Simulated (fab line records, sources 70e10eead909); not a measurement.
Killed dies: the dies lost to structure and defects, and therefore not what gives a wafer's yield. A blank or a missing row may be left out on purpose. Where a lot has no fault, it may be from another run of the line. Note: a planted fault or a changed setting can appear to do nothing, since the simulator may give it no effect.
Which of the tools did it? / flow nand harc / 12 lots, 36 wafers sampled, at 4 steps of a route of 1302

## WHAT THE GAUGES READ, wafer by wafer
NHARC_P_M2_OVL_MEAS_10: pitch 340 nm.
lot=L075; measured=day 7 01:22; on=overlay-02; overlay x nm (nm)=-0.7 -0.6 -0.2
lot=L077; measured=day 7 20:56; on=overlay-02; overlay x nm (nm)=-0.3 -0.2 -0.5
lot=L079; measured=day 8 15:04; on=overlay-01; overlay x nm (nm)=-1.8 -1.1 -1.2
lot=L081; measured=day 9 08:05; on=overlay-01; overlay x nm (nm)=0.8 1.4 0.6
lot=L083; measured=day 10 15:49; on=overlay-02; overlay x nm (nm)=-0.9 -1.0 -0.7
lot=L085; measured=day 10 23:10; on=overlay-02; overlay x nm (nm)=0.7 0.5 0.8
lot=L087; measured=day 11 18:55; on=overlay-01; overlay x nm (nm)=0.0 -0.2 -0.6
lot=L089; measured=day 12 14:28; on=overlay-02; overlay x nm (nm)=-0.1 -0.1 0.1
lot=L091; measured=day 13 18:26; on=overlay-01; overlay x nm (nm)=-1.2 -1.2 -1.2
lot=L093; measured=day 14 15:01; on=overlay-02; overlay x nm (nm)=-1.9 -2.2 -2.1
lot=L095; measured=day 15 06:01; on=overlay-01; overlay x nm (nm)=0.4 0.6 0.3
lot=L097; measured=day 16 03:53; on=overlay-02; overlay x nm (nm)=-0.4 -0.6 -0.6

## EACH LOT AND THE TOOL THAT RAN IT (in order: tool; ch and the chambers of the sampled wafers; start)
lot=L075; NHARC_P_M0_PRE_CLEAN_31=pecvd-03 ch 0,1, day 6 19:40; NHARC_P_M0_DEP_32=pecvd-03 ch 0,1, day 6 19:48; NHARC_P_M1_DEGAS_29=pvd sputter-01, day 6 22:17
lot=L077; NHARC_P_M0_PRE_CLEAN_31=pecvd-03 ch 0,1, day 7 15:28; NHARC_P_M0_DEP_32=pecvd-03 ch 0,1, day 7 15:33; NHARC_P_M1_DEGAS_29=pvd sputter-01, day 7 18:01
lot=L079; NHARC_P_M0_PRE_CLEAN_31=pecvd-04 ch 0,1,2, day 8 09:40; NHARC_P_M0_DEP_32=pecvd-04 ch 0,1,2, day 8 09:47; NHARC_P_M1_DEGAS_29=pvd sputter-02, day 8 12:02
lot=L081; NHARC_P_M0_PRE_CLEAN_31=pecvd-01 ch 0,2, day 9 02:39; NHARC_P_M0_DEP_32=pecvd-01 ch 0,2, day 9 02:43; NHARC_P_M1_DEGAS_29=pvd sputter-03, day 9 05:10
lot=L083; NHARC_P_M0_PRE_CLEAN_31=pecvd-01 ch 0,2, day 10 10:08; NHARC_P_M0_DEP_32=pecvd-01 ch 0,2, day 10 10:13; NHARC_P_M1_DEGAS_29=pvd sputter-02, day 10 12:40
lot=L085; NHARC_P_M0_PRE_CLEAN_31=pecvd-01 ch 0,1,2, day 10 17:43; NHARC_P_M0_DEP_32=pecvd-01 ch 0,1,2, day 10 17:48; NHARC_P_M1_DEGAS_29=pvd sputter-01, day 10 20:16
lot=L087; NHARC_P_M0_PRE_CLEAN_31=pecvd-03 ch 0,1,2, day 11 13:17; NHARC_P_M0_DEP_32=pecvd-03 ch 0,1,2, day 11 13:22; NHARC_P_M1_DEGAS_29=pvd sputter-02, day 11 15:59
lot=L089; NHARC_P_M0_PRE_CLEAN_31=pecvd-03 ch 0,1, day 12 08:50; NHARC_P_M0_DEP_32=pecvd-03 ch 0,1, day 12 09:00; NHARC_P_M1_DEGAS_29=pvd sputter-03, day 12 11:25
lot=L091; NHARC_P_M0_PRE_CLEAN_31=pecvd-01 ch 1,2, day 13 12:52; NHARC_P_M0_DEP_32=pecvd-01 ch 1,2, day 13 12:56; NHARC_P_M1_DEGAS_29=pvd sputter-03, day 13 15:24
lot=L093; NHARC_P_M0_PRE_CLEAN_31=pecvd-03 ch 0,1,2, day 14 09:07; NHARC_P_M0_DEP_32=pecvd-03 ch 0,1,2, day 14 09:12; NHARC_P_M1_DEGAS_29=pvd sputter-03, day 14 12:06
lot=L095; NHARC_P_M0_PRE_CLEAN_31=pecvd-04 ch 0,1, day 15 00:28; NHARC_P_M0_DEP_32=pecvd-04 ch 0,1, day 15 00:35; NHARC_P_M1_DEGAS_29=pvd sputter-02, day 15 03:00
lot=L097; NHARC_P_M0_PRE_CLEAN_31=pecvd-03 ch 0,1,2, day 15 22:20; NHARC_P_M0_DEP_32=pecvd-03 ch 0,1,2, day 15 22:27; NHARC_P_M1_DEGAS_29=pvd sputter-03, day 16 00:51
- NHARC_P_M0_PRE_CLEAN_31: time 12 s.
- NHARC_P_M0_DEP_32: deposits SiCN, target thk 30 nm.
- NHARC_P_M1_DEGAS_29: time 60 s.

## THE ANSWER, worked out from the rows above alone
Rule: the lots themselves supply what counts as usual. The widest of any qualifying gaps counts: lots, ordered by their means at a reading, are off when they make up no more than a third of the lots, leave a main group of 4 or more, and stand apart from it by 3 or more times the standard deviation of that group's means. Not used: any main group whose means are identical at the precision the tables above print for the reading. Also off: a lot with no number at a reading for which 4 or more lots have one. Any other lot the step has rows for is counted as sound.
No lot is off on any of the readings shown, so nothing can be concluded from this.

## WHAT HAD BEEN PUT IN BY THE SIMULATOR
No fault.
